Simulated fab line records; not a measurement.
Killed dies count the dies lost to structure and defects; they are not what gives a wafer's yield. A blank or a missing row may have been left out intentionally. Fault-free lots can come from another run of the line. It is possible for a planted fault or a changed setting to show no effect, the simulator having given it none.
Struck lot and sound lot, side by side | flow n5-finfet | 16 out of 1938 route steps
Sound: the wafers L284.1, L284.5, L284.6. Struck: wafer L291.6 (left out: L291.2, a lot-mate that was not struck); the cause follows at the end.
For every step that has rows: the tool of each side, followed by ch and its chambers, followed by its first start. Under that, the readings that differ: sound wafers | struck wafers | difference of the means | sigmas: that difference in standard deviations of wafers without a fault.
alike: readings whose means differ by less than 2 such deviations, and words and numbers that are the same on both sides. not compared: withheld readings, readings that some wafer has no value for, bounds like >300 that may hide the same value, and numbers for which the record gives no deviation and whose values overlap.
The two part at a step that has a row with sigmas, a row that says differs or no value, or rows on one side only. When numbers do not overlap yet have no deviation, they are printed without sigmas and do not part them. Lack of a reading on every wafer of one side parts them only where that side has two or more wafers.

first, 3 steps without rows for these wafers: N5_HKMG_FIN_STRIP_89 (strips SOC in N2/H2, time 20 s); N5_HKMG_FIN_WET_ETCH_87 (etches TiN in SC1, time 154.2 s, target depth 4.7 nm, rinse time 30 s); N5_HKMG_FIN_STRIP_88 (strips in N2/H2, time 360 s).
N5_HKMG_FIN_NWFM_ALD_20: deposits TiAlC, target thk 2 nm, pulse time 3 s, purge time 2 s.
  sound on ald-metal-01 ch 0,2,3, day 4 06:07; struck on ald-metal-02 ch 3, day 6 02:26
  alike: heater-power-w, precursor-pulse-height-rel
  not compared: ald-cycles
N5_HKMG_FIN_ALD_71: deposits TiN, target thk 1 nm, pulse time 1 s, purge time 3 s.
  sound on ald-metal-01 ch 0,2,3, day 4 06:13; struck on ald-metal-02 ch 3, day 6 02:32
  alike: heater-power-w, precursor-pulse-height-rel
  not compared: ald-cycles
then, 4 steps without rows for these wafers: N5_HKMG_FIN_COAT_66 (time 60 s, resist thk 300 nm); N5_HKMG_FIN_ETCH_67 (etches SOC in N2/H2, stops on TiN, target depth 388.9 nm); N5_HKMG_FIN_STRIP_90 (strips SOC in N2/H2, time 20 s); N5_HKMG_FIN_WET_ETCH_73 (etches the open film in SC1, time 42.3 s, target depth 1.3 nm, rinse time 30 s).
N5_HKMG_FIN_ETCHBACK_68: etches the open film in Cl2/Ar, stops on HfO2, target depth 0.5 nm.
  sound on rie-metal-03 ch 0,1, day 4 06:46; struck on rie-metal-02 ch 1, day 6 03:05
  alike: drypump-motor-current-A, mfc-cl2-sccm, oes-product-au, throttle-valve-pct
  not compared: rf-hours-counter-h
N5_HKMG_FIN_STRIP_69: strips in N2/H2, time 360 s.
  sound on plasma-asher-02 ch 0,1, day 4 06:55; struck on plasma-asher-02 ch 0, day 6 03:14
  alike: drypump-motor-current-A, heater-power-w
  not compared: rf-hours-counter-h
N5_HKMG_FIN_ALD_21: deposits TiN, target thk 1.5 nm, pulse time 1 s, purge time 3 s.
  sound on ald-metal-04 ch 0,3, day 4 07:17; struck on ald-metal-04 ch 0, day 6 03:37
  reading                    | sound             | struck | difference | sigmas
  precursor-pulse-height-rel | 0.985 0.991 0.983 | 1.027  | +0.041     | +2
  alike: heater-power-w
  not compared: ald-cycles
N5_HKMG_FIN_ALD_72: deposits W, target thk 2 nm, pulse time 1 s, purge time 2 s.
  sound on cvd-w-02 ch 0,1, day 4 07:40; struck on cvd-w-02 ch 1, day 6 03:59
  reading                                | sound   | struck | difference | sigmas
  ald-cycles                             | 7 7 7   | 11     | +4         |
  model.W_of_HKMG_FIN_ALD_72.thk-nm (nm) | 2 1.8 2 | 3.2    | +1.3       |
  alike: heater-power-w, precursor-pulse-height-rel
then, 1 step without rows for these wafers: N5_HKMG_FIN_W_FILL_22 (material W, target thk 60 nm, time 18.2 s).
-- a jump in the record: the struck wafers' starts before and after are 4 days apart (it breaks off in module HKMG_FIN and resumes in module BEOL_M4, where the first step shown is number 1111 of the route) --
N5_BEOL_M4_RC_MEAS_101:
  sound on prober-02 ch 0, day 7 19:30; struck on prober-01 ch 0, day 9 17:13
  alike: DIBL_N, DIBL_P, IOFF_N, IOFF_P, ION_N, ION_P, SS_N, SS_P, VT_N, VT_P
next, for these wafers, 1 step has no rows: N5_PASSIVATION_PROBE_49.

== WHERE THEY PART ==
At N5_HKMG_FIN_ALD_21 and nowhere else, as far as this record goes. Later steps at which nothing parts them and some readings are alike: N5_HKMG_FIN_ALD_72, N5_BEOL_M4_RC_MEAS_101.

WHY: the cause the simulator had injected
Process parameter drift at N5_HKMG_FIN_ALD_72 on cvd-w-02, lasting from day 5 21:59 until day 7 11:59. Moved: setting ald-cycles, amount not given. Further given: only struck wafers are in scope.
